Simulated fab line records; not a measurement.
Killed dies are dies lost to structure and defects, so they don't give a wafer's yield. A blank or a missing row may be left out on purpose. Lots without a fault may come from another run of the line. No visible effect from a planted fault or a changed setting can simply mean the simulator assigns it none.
The tool behind it: which one? || flow nand_harc || route of 1159 steps, sampled at 1 step: 24 lots, 72 wafers

== WHAT THE GAUGES READ, wafer by wafer ==
NHARC_A_M0_OVL_MEAS_10: pitch 160 nm.
{"lot": "L074", "measured": "day 17 00:01", "on": "overlay-02", "overlay_x_nm (nm)": "-0.5 -0.6 -0.1", "overlay_y_nm (nm)": "-0.2 -0.5 -0.6"}
{"lot": "L075", "measured": "day 17 18:11", "on": "overlay-02", "overlay_x_nm (nm)": "1.6 1.6 1.0", "overlay_y_nm (nm)": "-1.0 -1.2 -0.8"}
{"lot": "L076", "measured": "day 18 00:11", "on": "overlay-02", "overlay_x_nm (nm)": "-0.7 -0.7 -0.2", "overlay_y_nm (nm)": "0.7 0.3 1.2"}
{"lot": "L077", "measured": "day 18 01:17", "on": "overlay-02", "overlay_x_nm (nm)": "-0.2 0.1 0.2", "overlay_y_nm (nm)": "-0.8 -1.7 -1.3"}
{"lot": "L078", "measured": "day 18 03:38", "on": "overlay-02", "overlay_x_nm (nm)": "-2.2 -1.6 -2.0", "overlay_y_nm (nm)": "0.1 -0.5 -0.1"}
{"lot": "L082", "measured": "day 18 22:20", "on": "overlay-02", "overlay_x_nm (nm)": "1.2 0.7 1.6", "overlay_y_nm (nm)": "-0.8 -0.6 -0.4"}
{"lot": "L079", "measured": "day 19 01:59", "on": "overlay-02", "overlay_x_nm (nm)": "1.7 1.2 1.7", "overlay_y_nm (nm)": "0.2 -0.2 -1.0"}
{"lot": "L080", "measured": "day 19 03:46", "on": "overlay-02", "overlay_x_nm (nm)": "-0.4 -0.4 -0.6", "overlay_y_nm (nm)": "0.6 0.4 0.3"}
{"lot": "L081", "measured": "day 19 16:08", "on": "overlay-02", "overlay_x_nm (nm)": "1.2 0.8 0.7", "overlay_y_nm (nm)": "0.5 1.0 0.5"}
{"lot": "L085", "measured": "day 19 19:55", "on": "overlay-02", "overlay_x_nm (nm)": "-0.1 0.3 0.2", "overlay_y_nm (nm)": "1.2 0.6 0.3"}
{"lot": "L084", "measured": "day 19 20:21", "on": "overlay-02", "overlay_x_nm (nm)": "-0.6 -0.2 -0.9", "overlay_y_nm (nm)": "1.0 1.1 0.6"}
{"lot": "L087", "measured": "day 20 00:41", "on": "overlay-02", "overlay_x_nm (nm)": "1.1 0.8 0.9", "overlay_y_nm (nm)": "0.3 0.6 0.6"}
{"lot": "L086", "measured": "day 20 01:17", "on": "overlay-02", "overlay_x_nm (nm)": "-0.5 -1.1 -0.9", "overlay_y_nm (nm)": "0.5 0.4 0.7"}
{"lot": "L083", "measured": "day 20 04:22", "on": "overlay-02", "overlay_x_nm (nm)": "0.6 -0.1 0.4", "overlay_y_nm (nm)": "0.0 -0.3 -0.3"}
{"lot": "L089", "measured": "day 20 19:42", "on": "overlay-02", "overlay_x_nm (nm)": "-0.2 0.3 0.1", "overlay_y_nm (nm)": "0.2 0.5 0.3"}
{"lot": "L088", "measured": "day 20 20:29", "on": "overlay-02", "overlay_x_nm (nm)": "0.8 0.9 1.3", "overlay_y_nm (nm)": "0.4 -0.1 0.1"}
{"lot": "L090", "measured": "day 21 23:34", "on": "overlay-01", "overlay_x_nm (nm)": "-0.2 -0.2 0.3", "overlay_y_nm (nm)": "0.6 0.5 0.7"}
{"lot": "L092", "measured": "day 22 00:01", "on": "overlay-01", "overlay_x_nm (nm)": "-0.1 -0.4 0.0", "overlay_y_nm (nm)": "-1.0 -0.3 -0.9"}
{"lot": "L093", "measured": "day 22 00:26", "on": "overlay-02", "overlay_x_nm (nm)": "0.6 0.2 1.0", "overlay_y_nm (nm)": "-0.6 -1.0 -0.1"}
{"lot": "L094", "measured": "day 22 01:30", "on": "overlay-02", "overlay_x_nm (nm)": "0.3 0.2 0.8", "overlay_y_nm (nm)": "-0.6 -0.6 -0.2"}
{"lot": "L091", "measured": "day 22 11:44", "on": "overlay-01", "overlay_x_nm (nm)": "-0.2 -0.8 -0.1", "overlay_y_nm (nm)": "0.8 1.0 0.6"}
{"lot": "L096", "measured": "day 23 02:11", "on": "overlay-01", "overlay_x_nm (nm)": "0.0 -0.6 -0.8", "overlay_y_nm (nm)": "1.5 1.4 1.9"}
{"lot": "L095", "measured": "day 23 04:47", "on": "overlay-01", "overlay_x_nm (nm)": "-1.0 -0.7 -0.5", "overlay_y_nm (nm)": "1.0 0.4 0.5"}
{"lot": "L097", "measured": "day 23 16:38", "on": "overlay-02", "overlay_x_nm (nm)": "0.3 0.3 0.5", "overlay_y_nm (nm)": "0.2 0.6 0.6"}

== TOOL THAT RAN EACH LOT (tool first, then ch and the chambers of the sampled wafers, then the start) ==
There is no process step in the record ahead of these readings.

== AS READ BY THE TOOLS THEMSELVES (means over the sampled wafers that have a number; for cases with no such wafer, the mark the record gives instead) ==
The record holds no such reading with a usual standard deviation.

== THE ANSWER, worked out from the rows above alone ==
Rule: the usual values come from the lots themselves. Put in order of their means at a reading, lots are off if they are a third of the lots or fewer, leave a main group of 4 or more, and stand apart from it by a gap of 3 or more times the standard deviation of the main group's means; of several such gaps the widest counts. A main group is skipped when, at the precision printed for the reading in the tables above, its means are all equal. A lot without any number at a reading at which 4 lots or more have one is off too. The other lots that the step has rows for count as sound. The gauges are gone through in route order, then the tools' own readings, and for those a lot's mean is taken as printed above. At the first step where some lot is off, the reading lying furthest off is the one used; lots without a number count as furthest.
Across all readings shown, no lot is off: no conclusion can be drawn from this.

== WHAT THE SIMULATOR PUT IN ==
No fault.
